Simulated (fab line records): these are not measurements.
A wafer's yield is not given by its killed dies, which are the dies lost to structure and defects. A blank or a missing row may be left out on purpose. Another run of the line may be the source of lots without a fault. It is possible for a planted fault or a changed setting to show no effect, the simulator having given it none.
fab line records	flow n5-finfet
[record] lots = 6	wafers = 18	last-day = 17
route steps=1938 shown BEOL_M2@911 BEOL_M4@1111 PASSIVATION@1936
lots untouched by any fault: they come from a run of this same line in which no faults occurred
start-h: hours from the record's opening day to when the first of the lot's shown wafers began	wait-h: hours from the lot's prior step to this one	" the same as in the row above	L1.1+2: a row that stands for several wafers	- no value present, or no start provided	* or withheld: withheld	< > ~ a bound
route shown NAME@n: a module of which the file shows steps, and the number in the route of the first	usual: mean and standard deviation over wafers with no fault	same: alike in all rows	chamber/n: place in a boat	sites: each site's reading	_std_site: their standard deviation	_edge_site: inner sites' mean taken away from outer sites' mean	radius-mm: how far each site lies from the wafer's centre	mask NAME#n: copy n	behind: the most recent tool/chamber to have shaped the wafer	hold: cause of the lot's hold/its duration in hours/its outcome	device: the n, p or np transistor that did not switch	end of line: the route-end tests of the same wafers	for a step that has no rows: nothing shown but its recipe	killed: count of dies lost to structure and defects at first sort (not the wafer's yield)	map: a wafer's dies, x killed, . not, _ none there
set.NAME: the setting that was run; set.NAME@STEP: the one run at that earlier step	model.NAME: the simulator's own value behind a step, which no gauge read
lots seen at some steps along the route; tables by step, rows by wafer
services: when a tool's chamber went out of use (start-h, in hours from the record's first day, below 0 if earlier), for how many hours, and the reason
[[steps]]
[step N5_BEOL_M2_ANNEAL_87]
[recipe] temp-c = 400	time-s = 240	ambient = vacuum
[step N5_BEOL_M2_SPUTTER_88]
[recipe] material = Cu	target-thk-a = 45	temp-c = -20	chamber-pressure-pa = 0.07	power-w = withheld	time-s = 8.29
[usual] throttle-valve-pct = 30.3/0.71
lot.wafer	tool	chamber	start-h	wait-h	throttle-valve-pct
L357.1	pvd-sputter-02	-	160.07	0.1	29.9
L357.3	"	-	"	"	30.3
L357.6	"	-	"	"	29.7
L359.1	pvd-sputter-01	-	166.16	0.1	30.8
L359.2	"	-	"	"	29.7
L359.3	"	-	"	"	30.4
L364.2	pvd-sputter-02	-	208.23	0.1	30.7
L364.5	"	-	"	"	29.8
L364.6	"	-	"	"	31.2
L376.1	pvd-sputter-01	-	270.60	0.1	30.6
L376.4	"	-	"	"	30.0
L376.6	"	-	"	"	30.5
L377.1	pvd-sputter-02	-	276.82	0.1	29.0
L377.3	"	-	"	"	31.0
L377.4	"	-	"	"	29.8
L378.1	pvd-sputter-02	-	281.28	0.1	30.5
L378.2	"	-	"	"	29.3
L378.3	"	-	"	"	29.5
[step N5_BEOL_M2_ANNEAL_89]
[recipe] temp-c = 400	time-s = 240	ambient = vacuum
[step N5_BEOL_M2_SPUTTER_90]
[recipe] material = Cu	target-thk-a = 45	temp-c = -20	chamber-pressure-pa = 0.07	power-w = withheld	time-s = 8.29
[step N5_BEOL_M2_ANNEAL_91]
[recipe] temp-c = 400	time-s = 240	ambient = vacuum
[step N5_BEOL_M2_SPUTTER_92]
[recipe] material = Cu	target-thk-a = 45	temp-c = -20	chamber-pressure-pa = 0.07	power-w = withheld	time-s = 8.29
[usual] throttle-valve-pct = 30.3/0.73
lot.wafer	tool	chamber	start-h	wait-h	throttle-valve-pct
L357.1	pvd-sputter-02	-	160.51	0.1	29.9
L357.3	"	-	"	"	30.6
L357.6	"	-	"	"	29.7
L359.1	pvd-sputter-01	-	166.60	0.1	31.0
L359.2	"	-	"	"	29.7
L359.3	"	-	"	"	30.2
L364.2	pvd-sputter-02	-	208.67	0.1	31.1
L364.5	"	-	"	"	29.5
L364.6	"	-	"	"	30.8
L376.1	pvd-sputter-01	-	271.04	0.1	30.6
L376.4	"	-	"	"	29.9
L376.6	"	-	"	"	30.6
L377.1	pvd-sputter-02	-	277.32	0.1	29.1
L377.3	"	-	"	"	31.2
L377.4	"	-	"	"	29.7
L378.1	pvd-sputter-02	-	281.77	0.1	30.5
L378.2	"	-	"	"	29.4
L378.3	"	-	"	"	29.7
[step N5_BEOL_M2_ANNEAL_93]
[recipe] temp-c = 400	time-s = 240	ambient = vacuum
[step N5_BEOL_M2_SPUTTER_94]
[recipe] material = Cu	target-thk-a = 45	temp-c = -20	chamber-pressure-pa = 0.07	power-w = withheld	time-s = 8.29
[usual] throttle-valve-pct = 30.3/0.72
lot.wafer	tool	chamber	start-h	wait-h	throttle-valve-pct
L357.1	pvd-sputter-02	-	160.73	0.1	29.7
L357.3	"	-	"	"	30.3
L357.6	"	-	"	"	29.7
L359.1	pvd-sputter-01	-	166.82	0.1	30.6
L359.2	"	-	"	"	29.7
L359.3	"	-	"	"	30.4
L364.2	pvd-sputter-02	-	208.89	0.1	31.0
L364.5	"	-	"	"	29.8
L364.6	"	-	"	"	30.9
L376.1	pvd-sputter-01	-	271.26	0.1	30.3
L376.4	"	-	"	"	29.7
L376.6	"	-	"	"	30.4
L377.1	pvd-sputter-02	-	277.57	0.1	29.3
L377.3	"	-	"	"	31.2
L377.4	"	-	"	"	29.7
L378.1	pvd-sputter-02	-	282.02	0.1	30.6
L378.2	"	-	"	"	28.9
L378.3	"	-	"	"	29.9
[step N5_BEOL_M2_ANNEAL_95]
[recipe] temp-c = 400	time-s = 240	ambient = vacuum
[usual] heater-power-w = 848/96	susceptor_temp_C_max = 401.0/0.33
lot.wafer	tool	chamber	start-h	wait-h	heater-power-w	susceptor_temp_C_max
L357.1	pvd-sputter-02	-	160.81	0.0	730	400.7
L357.3	"	-	"	"	831	400.4
L357.6	"	-	"	"	766	401.1
L359.1	pvd-sputter-01	-	166.90	0.0	884	401.0
L359.2	"	-	"	"	710	401.1
L359.3	"	-	"	"	720	401.5
L364.2	pvd-sputter-02	-	208.97	0.0	983	401.1
L364.5	"	-	"	"	758	400.5
L364.6	"	-	"	"	946	401.1
L376.1	pvd-sputter-01	-	271.34	0.0	742	401.1
L376.4	"	-	"	"	721	401.1
L376.6	"	-	"	"	757	401.2
L377.1	pvd-sputter-02	-	277.66	0.0	950	401.1
L377.3	"	-	"	"	992	401.1
L377.4	"	-	"	"	736	400.8
L378.1	pvd-sputter-02	-	282.11	0.0	833	401.6
L378.2	"	-	"	"	951	400.8
L378.3	"	-	"	"	742	400.5
[step N5_BEOL_M2_SPUTTER_96]
[recipe] material = Cu	target-thk-a = 45	temp-c = -20	chamber-pressure-pa = 0.07	power-w = withheld	time-s = 8.29
[step N5_BEOL_M2_ECD_50]
[recipe] material = Cu	target-thk-a = 3000
[step N5_BEOL_M2_ANNEAL_51]
[recipe] temp-c = 225	time-s = 90	ambient = N2
[step N5_BEOL_M2_CMP_52]
[recipe] stop-on = SiOC	t-overpolish-s = 6.8	down-force-psi = 1	platen-rpm = 50	clearing-platen-down-force-psi = 1.5	clearing-platen-rpm = 50	post-cmp-clean = cu-alkaline	target-thk-nm = 40	clearing-platen-pad-velocity-m-s = 0.99484	pad-velocity-m-s = 0.99484
[usual] barrier-field-endpoint-s = 25.0/0.63	motor-current-A = 6.0/0.54	overpolish-run-s = 6.800/0.0082	time-to-endpoint-s = 63.8/2.6
lot.wafer	tool	chamber	start-h	wait-h	barrier-field-endpoint-s	motor-current-A	overpolish-run-s	time-to-endpoint-s	model.SiOC_of_BEOL_M2_ILD_DEP_00.thk-nm
L357.1	cmp-03	1	161.46	0.3	24.3	6.5	6.806	61.6	76.2
L357.3	"	3	"	"	24.8	5.7	6.802	62.6	77.2
L357.6	"	1	"	"	24.5	6.6	6.813	62.9	76.2
L359.1	cmp-02	2	167.53	0.3	25.1	5.2	6.794	63.6	75
L359.2	"	3	"	"	24.5	6.1	6.797	59.9	75.8
L359.3	"	1	"	"	24.1	6.9	6.802	60.4	76
L364.2	cmp-04	2	209.68	0.3	25.3	5.5	6.797	64.8	75.8
L364.5	"	0	"	"	26.0	5.3	6.790	63.8	74.8
L364.6	"	1	"	"	25.9	5.8	6.796	63.2	76.2
L376.1	cmp-04	0	272.05	0.3	41.3	5.7	0.037	80.9	74.8
L376.4	"	1	"	"	41.3	6.2	0.038	81.3	76.2
L376.6	"	2	"	"	41.3	5.6	0.044	80.9	77
L377.1	cmp-04	3	278.32	0.3	41.3	5.9	0.039	81.0	78.6
L377.3	"	0	"	"	41.3	5.7	0.036	82.5	77.4
L377.4	"	2	"	"	41.3	6.0	0.039	81.3	78
L378.1	cmp-02	0	282.89	0.4	25.0	6.3	6.792	60.8	76
L378.3	"	1	"	"	24.7	7.3	6.799	60.4	78
L378.2	"	2	"	"	24.7	5.0	6.786	61.6	75
[step N5_BEOL_M2_THK_MEAS_53]
[recipe] thk-meas-gauge = xrf	reads = Cu_of_BEOL_M2_ECD_50
[usual] M2_THK = 39.4/1.1
lot.wafer	tool	chamber	start-h	wait-h	M2_THK[nm]
L357.1	film-metro-01	-	161.75	-	39.3
L357.3	"	-	"	"	40.7
L357.6	"	-	"	"	39.5
L359.1	film-metro-01	-	167.82	-	38.5
L359.2	"	-	"	"	39.3
L359.3	"	-	"	"	39.8
L364.2	film-metro-02	-	209.90	-	38.3
L364.5	"	-	"	"	40.0
L364.6	"	-	"	"	39.5
L376.1	film-metro-02	-	272.26	-	152.7
L376.4	"	-	"	"	148.1
L376.6	"	-	"	"	146.4
L377.1	film-metro-02	-	278.61	-	144.6
L377.3	"	-	"	"	156.7
L377.4	"	-	"	"	144.3
L378.1	film-metro-01	-	283.15	-	38.7
L378.2	"	-	"	"	40.0
L378.3	"	-	"	"	39.3
[step N5_BEOL_M2_PRE_CLEAN_60]
[recipe] gas = NH3/H2	time-s = 15	temp-c = *	rf-power-w = 300
[step N5_BEOL_M2_CO_CAP_55]
[recipe] material = Co	target-thk-a = 20	temp-c = 200	precursor = CCTBA/H2	pressure-torr = 30	time-s = 102.1
[step N5_BEOL_M2_PRE_CLEAN_56]
[recipe] gas = NH3	time-s = 15	temp-c = withheld	rf-power-w = 300
[step N5_BEOL_M2_DEP_57]
[recipe] material = SiCN	target-thk-a = 80	temp-c = withheld	precursor = 3MS/NH3	pressure-torr = 3	rf-w = 202	time-s = 14
[usual] showerhead-plenum-p-Torr = 3.658/0.023	showerhead-vpp-V = 889/43	throttle-valve-pct = 9.0/0.49
lot.wafer	tool	chamber	start-h	wait-h	showerhead-plenum-p-Torr	showerhead-vpp-V	throttle-valve-pct
L357.1	pecvd-02	2	161.95	0.0	3.666	899	8.4
L357.3	"	1	"	"	3.652	912	8.2
L357.6	"	2	"	"	3.656	914	8.4
L359.1	pecvd-01	1	168.02	0.0	3.698	810	9.5
L359.2	"	0	"	"	3.636	867	9.5
L359.3	"	2	"	"	3.635	911	8.6
L364.2	pecvd-01	2	210.09	0.0	3.639	913	8.4
L364.5	"	2	"	"	3.630	912	8.8
L364.6	"	1	"	"	3.697	820	9.4
L376.1	pecvd-03	1	272.46	0.0	3.636	950	8.6
L376.4	"	0	"	"	3.682	880	9.4
L376.6	"	2	"	"	3.667	944	8.5
L377.1	pecvd-01	1	278.82	0.0	3.691	817	9.4
L377.3	"	1	"	"	3.694	817	9.5
L377.4	"	2	"	"	3.621	914	8.4
L378.1	pecvd-01	0	283.34	0.0	3.627	877	9.4
L378.2	"	1	"	"	3.687	820	9.6
L378.3	"	2	"	"	3.638	926	8.6
[step N5_BEOL_M2_INSPECT_59]
[recipe] inspect-instrument = darkfield	mode = post-dep
[usual] raw-defect-count = 83/27
lot.wafer	tool	chamber	start-h	wait-h	raw-defect-count
L357.1	defect-inspect-02	-	162.04	0.0	69
L357.3	"	-	"	"	53
L357.6	"	-	"	"	50
L359.1	defect-inspect-01	-	168.11	0.0	108
L359.2	"	-	"	"	41
L359.3	"	-	"	"	47
L364.2	defect-inspect-02	-	210.18	0.0	86
L364.5	"	-	"	"	44
L364.6	"	-	"	"	38
L376.1	defect-inspect-01	-	272.55	0.0	5923
L376.4	"	-	"	"	5824
L376.6	"	-	"	"	5876
L377.1	defect-inspect-02	-	278.93	0.0	5936
L377.3	"	-	"	"	5900
L377.4	"	-	"	"	5946
L378.1	defect-inspect-02	-	283.43	0.0	125
L378.2	"	-	"	"	93
L378.3	"	-	"	"	114
[step N5_BEOL_M4_RC_MEAS_101]
[usual] DIBL_N = 36.3/1.4	DIBL_P = 35.7/1.5	IOFF_N = 0.155/0.022	IOFF_P = 0.204/0.027	ION_N = 671/9	ION_P = 459/6.2	SS_N = 71.5/0.54	SS_P = 73.1/0.56	VT_N = 250.2/2.6	VT_P = -251/3.3
lot.wafer	tool	chamber	start-h	wait-h	DIBL_N[mV/V]	DIBL_P[mV/V]	IOFF_N[nA/um]	IOFF_P[nA/um]	ION_N[uA/um]	ION_P[uA/um]	SS_N[mV/dec]	SS_P[mV/dec]	VT_N[mV]	VT_P[mV]
L357.1	prober-01	0	186.65	0.0	35.3	35.6	0.161	0.217	673	463	71.2	72.8	246.7	-247
L357.3	"	0	"	"	37.1	37.4	0.202	0.257	692	475	72.0	73.7	246.3	-248
L357.6	"	0	"	"	37.3	37.0	0.201	0.250	680	468	71.5	73.3	248.6	-248
L359.1	prober-02	0	191.18	0.0	37.7	37.2	0.183	0.269	686	480	71.7	73.5	245.5	-243
L359.2	"	0	"	"	36.0	34.5	0.155	0.234	675	465	72.4	73.5	253.0	-248
L359.3	"	0	"	"	35.1	33.9	0.137	0.210	671	464	71.3	72.2	250.5	-248
L364.2	prober-01	0	232.39	0.2	35.3	34.3	0.139	0.207	659	458	71.8	72.9	249.3	-247
L364.5	"	0	"	"	37.1	36.5	0.169	0.245	676	465	71.5	73.9	246.8	-247
L364.6	"	0	"	"	36.9	36.2	0.166	0.236	675	465	71.6	73.9	249.9	-247
L378.1	prober-01	0	307.18	0.0	36.2	35.0	0.150	0.181	667	449	71.7	72.0	252.0	-255
L378.2	"	0	"	"	36.1	34.8	0.150	0.182	665	453	71.3	72.3	251.1	-255
L378.3	"	0	"	"	35.6	35.9	0.145	0.186	670	461	71.3	72.7	251.7	-253
[step N5_PASSIVATION_PROBE_49]
[usual] defect-limited-yield = 91.0/1.5	killed_at_M0_to_M3 = 36/12	killed_at_M4_up = 14/5.5	killed-at-contacts = 11/4.8	killed-at-front-end = 42/12	killed-at-other = 3.7/2.7	killed-dies = 106/18	killed-on-rim = 13/4.5	killed-open = 70/13	killed-short = 35/8.2	sort_bin_5_function = 5.3/1	sort_bin_6_memory = 3.3/0.69	sort-n-pass = 1074/18	sort-yield-pct = 91.0/1.5
[same] gross-dies = 1180	killed-at-back-side = 0	sort_bin_4_leakage[%] = 0	sort_bin_8_speed[%] = 0
lot.wafer	tool	chamber	start-h	wait-h	defect-limited-yield[%]	killed_at_M0_to_M3	killed_at_M4_up	killed-at-contacts	killed-at-front-end	killed-at-other	killed-dies	killed-on-rim	killed-open	killed-short	sort_bin_5_function[%]	sort_bin_6_memory[%]	sort-n-pass	sort-yield-pct[%]
L357.1	prober-02	-	297.29	0.0	90.9	33	12	12	47	3	107	9	69	37	4.9	4.0	1073	90.9
L357.3	prober-02	-	297.39	0.1	91.4	41	10	9	40	2	102	17	60	42	5.3	3.2	1078	91.4
L357.6	prober-02	-	297.54	0.3	92.4	35	20	11	19	5	90	9	64	26	4.7	2.7	1090	92.4
L359.1	prober-01	-	299.59	0.0	92.2	27	12	19	34	0	92	9	65	27	5.2	2.5	1088	92.2
L359.2	prober-01	-	299.64	0.1	92.3	31	9	13	32	6	91	12	52	38	4.5	2.7	1089	92.3
L359.3	prober-01	-	299.69	0.1	92.8	25	16	11	27	6	85	10	54	31	4.6	2.1	1095	92.8
L364.2	prober-01	-	332.77	0.1	92.0	29	12	1	45	7	94	4	60	34	4.7	3.0	1086	92.0
L364.5	prober-01	-	332.92	0.2	90.1	44	9	8	50	6	117	17	76	41	6.3	3.4	1063	90.1
L364.6	prober-01	-	332.97	0.3	89.8	32	8	12	64	4	120	14	84	36	5.5	4.4	1060	89.8
L376.1	prober-01	-	389.11	0.0	0	1116	8	9	46	1	1180	152	65	30	4.8	3.1	0	0
L376.4	prober-01	-	389.26	0.2	0	1120	14	17	27	2	1180	152	67	28	4.8	3.3	0	0
L376.6	prober-01	-	389.36	0.3	0	1119	13	19	26	3	1180	152	67	39	4.9	3.7	0	0
L377.1	prober-01	-	406.06	0.0	0	1117	17	13	26	7	1180	152	66	29	5.2	2.7	0	0
L377.3	prober-01	-	406.16	0.1	0	1104	18	18	32	8	1180	152	79	30	5.1	3.7	0	0
L377.4	prober-01	-	406.21	0.2	0	1110	21	16	27	6	1180	152	73	32	4.7	3.7	0	0
L378.1	prober-01	-	413.45	0.0	93.4	23	11	12	29	3	78	2	52	24	3.6	2.5	1102	93.4
L378.2	prober-01	-	413.50	0.1	92.5	29	11	17	30	2	89	8	59	27	4.7	2.7	1091	92.5
L378.3	prober-01	-	413.55	0.1	93.1	35	11	4	25	7	82	15	55	23	4.4	2.1	1098	93.1
// killed by level:class
L357.1 STI_FIN_REVEAL:geometric-particle:open=18 MOL_CONTACT_COAG:geometric-particle:open=10 GATE_CUT:geometric-particle:short=9 BEOL_M2:geometric-particle:open=8 BEOL_M0_SAQP:geometric-particle:short=7 BEOL_M3:geometric-particle:open=7 FIN_SAQP:geometric-particle:short=6 STI_FIN_REVEAL:geometric-particle:short=4
L357.3 BEOL_M0_SAQP:geometric-particle:short=10 STI_FIN_REVEAL:geometric-particle:open=10 MOL_CONTACT_COAG:geometric-particle:open=9 BEOL_M1:geometric-particle:open=8 FIN_SAQP:geometric-particle:short=6 BEOL_M0_SAQP:geometric-particle:open=6 FIN_SAQP:geometric-particle:open=5 GATE_CUT:geometric-particle:short=5
L357.6 BEOL_M3:geometric-particle:open=9 MOL_CONTACT_COAG:geometric-particle:open=9 BEOL_M0_SAQP:geometric-particle:short=9 BEOL_M0_SAQP:geometric-particle:open=6 BEOL_M4:geometric-particle:open=6 BEOL_M2:geometric-particle:open=5 BEOL_M5:geometric-particle:open=5 DUMMY_GATE:geometric-particle:open=4
L359.1 MOL_CONTACT_COAG:geometric-particle:open=10 MOL_CONTACT_COAG:geometric-particle:short=9 BEOL_M1:geometric-particle:open=8 DUMMY_GATE:geometric-particle:open=7 BEOL_M4:geometric-particle:open=7 BEOL_M0_SAQP:geometric-particle:short=6 FIN_SAQP:geometric-particle:open=5 STI_FIN_REVEAL:geometric-particle:open=5
L359.2 MOL_CONTACT_COAG:geometric-particle:open=11 BEOL_M3:geometric-particle:open=9 FIN_SAQP:geometric-particle:short=6 FIN_SAQP:geometric-particle:open=5 GATE_CUT:geometric-particle:short=5 BEOL_M1:geometric-particle:open=5 BEOL_M0_SAQP:geometric-particle:short=4 BEOL_M4:geometric-particle:open=4
L359.3 MOL_CONTACT_COAG:geometric-particle:open=10 BEOL_M4:geometric-particle:open=9 BEOL_M1:geometric-particle:open=8 FIN_SAQP:geometric-particle:short=6 BEOL_M3:geometric-particle:open=6 FIN_SAQP:geometric-particle:open=5 PASS1_CAP:geometric-particle:short=5 GATE_CUT:geometric-particle:short=3
L364.2 STI_FIN_REVEAL:geometric-particle:open=10 GATE_CUT:geometric-particle:short=8 BEOL_M1:geometric-particle:open=8 BEOL_M2:geometric-particle:open=6 BEOL_M7:geometric-particle:open=5 FIN_SAQP:geometric-particle:open=4 GATE_CUT:geometric-particle:open=4 BEOL_M3:geometric-particle:open=4
L364.5 BEOL_M0_SAQP:geometric-particle:short=11 BEOL_M1:geometric-particle:open=10 GATE_CUT:geometric-particle:open=9 BEOL_M0_SAQP:geometric-particle:open=8 GATE_CUT:geometric-particle:short=8 FIN_SAQP:geometric-particle:open=7 MOL_CONTACT_COAG:geometric-particle:open=7 BEOL_M3:geometric-particle:open=6
L364.6 FIN_SAQP:geometric-particle:open=23 MOL_CONTACT_COAG:geometric-particle:open=11 BEOL_M0_SAQP:geometric-particle:open=10 FIN_SAQP:geometric-particle:short=8 GATE_CUT:geometric-particle:open=6 GATE_CUT:geometric-particle:short=6 BEOL_M1:geometric-particle:open=6 BEOL_M3:geometric-particle:open=5
L376.1 BEOL_M2:area-cmp=1083 FIN_SAQP:geometric-particle:open=13 BEOL_M0_SAQP:geometric-particle:short=10 STI_FIN_REVEAL:geometric-particle:open=9 BEOL_M0_SAQP:geometric-particle:open=9 STARTING-WAFER:geometric-particle:short=8 DUMMY_GATE:geometric-particle:open=7 MOL_CONTACT_COAG:geometric-particle:open=7
L376.4 BEOL_M2:area-cmp=1083 MOL_CONTACT_COAG:geometric-particle:open=11 BEOL_M0_SAQP:geometric-particle:open=9 BEOL_M2:geometric-particle:open=9 BEOL_M0_SAQP:geometric-particle:short=8 BEOL_M4:geometric-particle:open=8 FIN_SAQP:geometric-particle:open=7 MOL_CONTACT_COAG:geometric-particle:short=6
L376.6 BEOL_M2:area-cmp=1074 BEOL_M0_SAQP:geometric-particle:open=15 BEOL_M0_SAQP:geometric-particle:short=13 MOL_CONTACT_COAG:geometric-particle:open=10 BEOL_M2:geometric-particle:open=10 MOL_CONTACT_COAG:geometric-particle:short=9 FIN_SAQP:geometric-particle:open=6 BEOL_M4:geometric-particle:open=5
L377.1 BEOL_M2:area-cmp=1084 MOL_CONTACT_COAG:geometric-particle:open=11 BEOL_M3:geometric-particle:open=9 BEOL_M4:geometric-particle:open=9 GATE_CUT:geometric-particle:short=7 STI_FIN_REVEAL:geometric-particle:open=6 BEOL_M0_SAQP:geometric-particle:open=6 BEOL_M0_SAQP:geometric-particle:short=6
L377.3 BEOL_M2:area-cmp=1071 MOL_CONTACT_COAG:geometric-particle:open=12 BEOL_M4:geometric-particle:open=10 DUMMY_GATE:geometric-particle:open=9 BEOL_M0_SAQP:geometric-particle:open=8 FIN_SAQP:geometric-particle:open=7 BEOL_M0_SAQP:geometric-particle:short=7 BEOL_M5:geometric-particle:open=7
L377.4 BEOL_M2:area-cmp=1075 MOL_CONTACT_COAG:geometric-particle:open=14 BEOL_M4:geometric-particle:open=11 BEOL_M2:geometric-particle:open=9 BEOL_M3:geometric-particle:open=8 BEOL_M3:geometric-particle:short=7 DUMMY_GATE:geometric-particle:open=6 BEOL_M5:geometric-particle:open=5
L378.1 MOL_CONTACT_COAG:geometric-particle:open=10 BEOL_M0_SAQP:geometric-particle:short=10 STARTING-WAFER:geometric-particle:open=8 DUMMY_GATE:geometric-particle:open=4 GATE_CUT:geometric-particle:open=4 BEOL_M2:geometric-particle:open=4 BEOL_M3:geometric-particle:open=4 BEOL_M4:geometric-particle:open=4
L378.2 MOL_CONTACT_COAG:geometric-particle:open=14 BEOL_M3:geometric-particle:open=8 STI_FIN_REVEAL:geometric-particle:open=7 BEOL_M0_SAQP:geometric-particle:open=6 DUMMY_GATE:geometric-particle:open=4 BEOL_M0_SAQP:geometric-particle:short=4 BEOL_M1:geometric-particle:open=4 FIN_SAQP:geometric-particle:open=3
L378.3 BEOL_M3:geometric-particle:open=10 BEOL_M0:geometric-particle:open=8 BEOL_M2:geometric-particle:open=8 MOL_CONTACT_COAG:geometric-particle:open=4 MIM_TOP_ETCH:geometric-particle:open=4 FIN_SAQP:geometric-particle:short=3 STI_FIN_REVEAL:geometric-particle:open=3 DUMMY_GATE:geometric-particle:open=3
// map L376.1 (x killed, . not)
_________________xxxxxxxxxxxx________________
______________xxxxxxxxxxxxxxxxxx_____________
___________xxxxxxxxxxxxxxxxxxxxxxxx__________
__________xxxxxxxxxxxxxxxxxxxxxxxxxx_________
________xxxxxxxxxxxxxxxxxxxxxxxxxxxxxx_______
_______xxxxxxxxxxxxxxxxxxxxxxxxxxxxxxxx______
______xxxxxxxxxxxxxxxxxxxxxxxxxxxxxxxxxx_____
_____xxxxxxxxxxxxxxxxxxxxxxxxxxxxxxxxxxxx____
____xxxxxxxxxxxxxxxxxxxxxxxxxxxxxxxxxxxxxx___
___xxxxxxxxxxxxxxxxxxxxxxxxxxxxxxxxxxxxxxxx__
___xxxxxxxxxxxxxxxxxxxxxxxxxxxxxxxxxxxxxxxx__
__xxxxxxxxxxxxxxxxxxxxxxxxxxxxxxxxxxxxxxxxxx_
__xxxxxxxxxxxxxxxxxxxxxxxxxxxxxxxxxxxxxxxxxx_
_xxxxxxxxxxxxxxxxxxxxxxxxxxxxxxxxxxxxxxxxxxxx
_xxxxxxxxxxxxxxxxxxxxxxxxxxxxxxxxxxxxxxxxxxxx
_xxxxxxxxxxxxxxxxxxxxxxxxxxxxxxxxxxxxxxxxxxxx
_xxxxxxxxxxxxxxxxxxxxxxxxxxxxxxxxxxxxxxxxxxxx
_xxxxxxxxxxxxxxxxxxxxxxxxxxxxxxxxxxxxxxxxxxxx
_xxxxxxxxxxxxxxxxxxxxxxxxxxxxxxxxxxxxxxxxxxxx
_xxxxxxxxxxxxxxxxxxxxxxxxxxxxxxxxxxxxxxxxxxxx
_xxxxxxxxxxxxxxxxxxxxxxxxxxxxxxxxxxxxxxxxxxxx
__xxxxxxxxxxxxxxxxxxxxxxxxxxxxxxxxxxxxxxxxxx_
__xxxxxxxxxxxxxxxxxxxxxxxxxxxxxxxxxxxxxxxxxx_
___xxxxxxxxxxxxxxxxxxxxxxxxxxxxxxxxxxxxxxxx__
___xxxxxxxxxxxxxxxxxxxxxxxxxxxxxxxxxxxxxxxx__
____xxxxxxxxxxxxxxxxxxxxxxxxxxxxxxxxxxxxxx___
_____xxxxxxxxxxxxxxxxxxxxxxxxxxxxxxxxxxxx____
______xxxxxxxxxxxxxxxxxxxxxxxxxxxxxxxxxx_____
_______xxxxxxxxxxxxxxxxxxxxxxxxxxxxxxxx______
________xxxxxxxxxxxxxxxxxxxxxxxxxxxxxx_______
__________xxxxxxxxxxxxxxxxxxxxxxxxxx_________
___________xxxxxxxxxxxxxxxxxxxxxxxx__________
______________xxxxxxxxxxxxxxxxxx_____________
_________________xxxxxxxxxxxx________________
// map L377.1 (x killed, . not)
_________________xxxxxxxxxxxx________________
______________xxxxxxxxxxxxxxxxxx_____________
___________xxxxxxxxxxxxxxxxxxxxxxxx__________
__________xxxxxxxxxxxxxxxxxxxxxxxxxx_________
________xxxxxxxxxxxxxxxxxxxxxxxxxxxxxx_______
_______xxxxxxxxxxxxxxxxxxxxxxxxxxxxxxxx______
______xxxxxxxxxxxxxxxxxxxxxxxxxxxxxxxxxx_____
_____xxxxxxxxxxxxxxxxxxxxxxxxxxxxxxxxxxxx____
____xxxxxxxxxxxxxxxxxxxxxxxxxxxxxxxxxxxxxx___
___xxxxxxxxxxxxxxxxxxxxxxxxxxxxxxxxxxxxxxxx__
___xxxxxxxxxxxxxxxxxxxxxxxxxxxxxxxxxxxxxxxx__
__xxxxxxxxxxxxxxxxxxxxxxxxxxxxxxxxxxxxxxxxxx_
__xxxxxxxxxxxxxxxxxxxxxxxxxxxxxxxxxxxxxxxxxx_
_xxxxxxxxxxxxxxxxxxxxxxxxxxxxxxxxxxxxxxxxxxxx
_xxxxxxxxxxxxxxxxxxxxxxxxxxxxxxxxxxxxxxxxxxxx
_xxxxxxxxxxxxxxxxxxxxxxxxxxxxxxxxxxxxxxxxxxxx
_xxxxxxxxxxxxxxxxxxxxxxxxxxxxxxxxxxxxxxxxxxxx
_xxxxxxxxxxxxxxxxxxxxxxxxxxxxxxxxxxxxxxxxxxxx
_xxxxxxxxxxxxxxxxxxxxxxxxxxxxxxxxxxxxxxxxxxxx
_xxxxxxxxxxxxxxxxxxxxxxxxxxxxxxxxxxxxxxxxxxxx
_xxxxxxxxxxxxxxxxxxxxxxxxxxxxxxxxxxxxxxxxxxxx
__xxxxxxxxxxxxxxxxxxxxxxxxxxxxxxxxxxxxxxxxxx_
__xxxxxxxxxxxxxxxxxxxxxxxxxxxxxxxxxxxxxxxxxx_
___xxxxxxxxxxxxxxxxxxxxxxxxxxxxxxxxxxxxxxxx__
___xxxxxxxxxxxxxxxxxxxxxxxxxxxxxxxxxxxxxxxx__
____xxxxxxxxxxxxxxxxxxxxxxxxxxxxxxxxxxxxxx___
_____xxxxxxxxxxxxxxxxxxxxxxxxxxxxxxxxxxxx____
______xxxxxxxxxxxxxxxxxxxxxxxxxxxxxxxxxx_____
_______xxxxxxxxxxxxxxxxxxxxxxxxxxxxxxxx______
________xxxxxxxxxxxxxxxxxxxxxxxxxxxxxx_______
__________xxxxxxxxxxxxxxxxxxxxxxxxxx_________
___________xxxxxxxxxxxxxxxxxxxxxxxx__________
______________xxxxxxxxxxxxxxxxxx_____________
_________________xxxxxxxxxxxx________________
[[services]]
tool	chamber	start-h	hours	kind
cmp-02	-	143.95	4.6	pm
pecvd-02	2	147.23	2.1	scheduled-down
cmp-03	-	149.25	0.3	repair
cmp-04	-	160.84	3.5	pm
cmp-03	-	164.14	0.4	repair
pecvd-03	0	176.21	9.7	repair
pecvd-02	0	177.37	5.5	scheduled-down
cmp-04	-	195.87	0.9	repair
cmp-02	-	214.94	0.6	repair
pecvd-03	1	232.91	4.1	repair
cmp-02	-	246.27	2.4	repair
pecvd-02	2	255.39	13.3	repair
cmp-03	-	262.13	4.7	pm
pecvd-01	0	275.00	5.5	scheduled-down
cmp-03	-	276.42	4.0	pm
cmp-03	-	280.42	-	consumable-replace:conditioner
cmp-03	-	280.42	-	consumable-replace:pad
cmp-04	-	281.58	5.7	pm
[[key]]
[first-sign] step = N5_BEOL_M2_CMP_52	reading = overpolish-run-s	direction = down	sigmas = 99+	usual = 6.800	struck = 0.039
[effect] step = N5_BEOL_M2_CMP_52	reading = barrier-field-endpoint-s	direction = up	sigmas = 26	usual = 25.0	struck = 41.3
[effect] step = N5_BEOL_M2_THK_MEAS_53	reading = M2_THK	direction = up	sigmas = 98	usual = 39.4	struck = 148.8
[effect] step = N5_BEOL_M2_INSPECT_59	reading = raw-defect-count	direction = up	sigmas = 99+	usual = 83	struck = 5901
[effect] step = N5_PASSIVATION_PROBE_49	reading = killed_at_M0_to_M3	direction = up	sigmas = 93	usual = 36	struck = 1114
[model-effect] step = N5_BEOL_M2_CMP_52	value = SiOC_of_BEOL_M2_ILD_DEP_00.thk-nm	without = 75.47	struck = 77
[more-kills-born-at] N5_BEOL_M2_CMP_52@cmp-04 = 6470
met-at N5_BEOL_M2_CMP_52
struck-wafers L376.1,L376.4,L376.6,L377.1,L377.3,L377.4
later-rows-left-out L376.1,L376.4,L376.6,L377.1,L377.3,L377.4
onset-between 209.68 272.05
[fault] kind = process-parameter-drift	tool = cmp-04	chamber = -	onset-h = 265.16	steps = N5_BEOL_M2_CMP_52	channel = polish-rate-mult	offset = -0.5	shape = step
// later-rows-left-out: the simulator's readings of these wafers behind a module that went badly wrong aren't trusted and aren't shown, but for the sort
